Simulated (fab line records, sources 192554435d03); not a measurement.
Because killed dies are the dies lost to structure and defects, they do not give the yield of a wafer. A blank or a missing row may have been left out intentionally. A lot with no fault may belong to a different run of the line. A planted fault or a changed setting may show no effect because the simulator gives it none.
Chamber matching ; flow n5_finfet ; N5_GATE_CUT_CMP_61 on cmp-01: 4 sister chambers
The step polishes, stops on SiNx, t overpolish 3 s. 18 wafers are shown with their chamber, then 9 later ones without.

## WAFERS WITH THEIR CHAMBER
wafer;chamber;motor_current_A (A);platen_rpm (rpm)
L079.2;3;11.3;27.117
L079.3;2;12.8;27.073
L079.6;0;10.9;27.100
L080.1;2;12.6;27.129
L080.3;0;11.0;27.102
L080.5;2;11.9;27.097
L083.3;0;11.1;27.085
L083.4;1;11.2;27.103
L083.5;3;12.2;27.072
L085.2;3;11.7;27.077
L085.3;1;10.9;27.117
L085.5;3;12.0;27.100
L087.2;1;11.1;27.107
L087.3;0;10.6;27.083
L087.6;1;11.5;27.117
L087.1;3;12.5;27.069
L087.4;2;12.7;27.108
L087.5;2;12.3;27.116

SIGNATURES (averages over the wafers above)
reading;chamber 0;chamber 1;chamber 2;chamber 3;scatter within a chamber
motor_current_A;10.900;11.175;12.460;11.940;0.35
platen_rpm;27.09250;27.11100;27.10460;27.08700;0.0168
Rule: a wafer's distance from a chamber is the root of the sum, over the readings, of the square of ((its reading less the chamber's mean) divided by the reading's scatter). The wafer belongs to the nearest chamber; if the next one is less than 2 further off, it can't be placed. The scatter: the root of (the sum of the squares of (reading less its chamber's mean) over the shown wafers, divided by (wafers less chambers)).

## WAFERS WITHOUT THEIR CHAMBER
wafer;motor_current_A (A);platen_rpm (rpm)
L090.1;11.7;27.089
L090.2;11.7;27.079
L090.6;11.3;27.088
L093.1;11.9;27.099
L093.4;12.0;27.131
L093.5;11.4;27.101
L094.1;12.2;27.068
L094.5;11.7;27.098
L094.6;12.6;27.091

## THE CHAMBER EACH PASSED THROUGH
wafer;from the rows above;in truth
L090.1;can't be placed: 3 or 1 or 0 or 2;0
L090.2;can't be placed: 3 or 1 or 0 or 2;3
L090.6;can't be placed: 0 or 1 or 3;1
L093.1;can't be placed: 3 or 2 or 1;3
L093.4;can't be placed: 2 or 3 or 1 or 0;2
L093.5;can't be placed: 1 or 0 or 3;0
L094.1;can't be placed: 3 or 2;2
L094.5;can't be placed: 3 or 1 or 2 or 0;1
L094.6;can't be placed: 2 or 3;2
Correct placement for 0 of the 9. Can't be placed from these rows: 9 (the true chamber is among the candidates in 9). 0 placed wrongly.
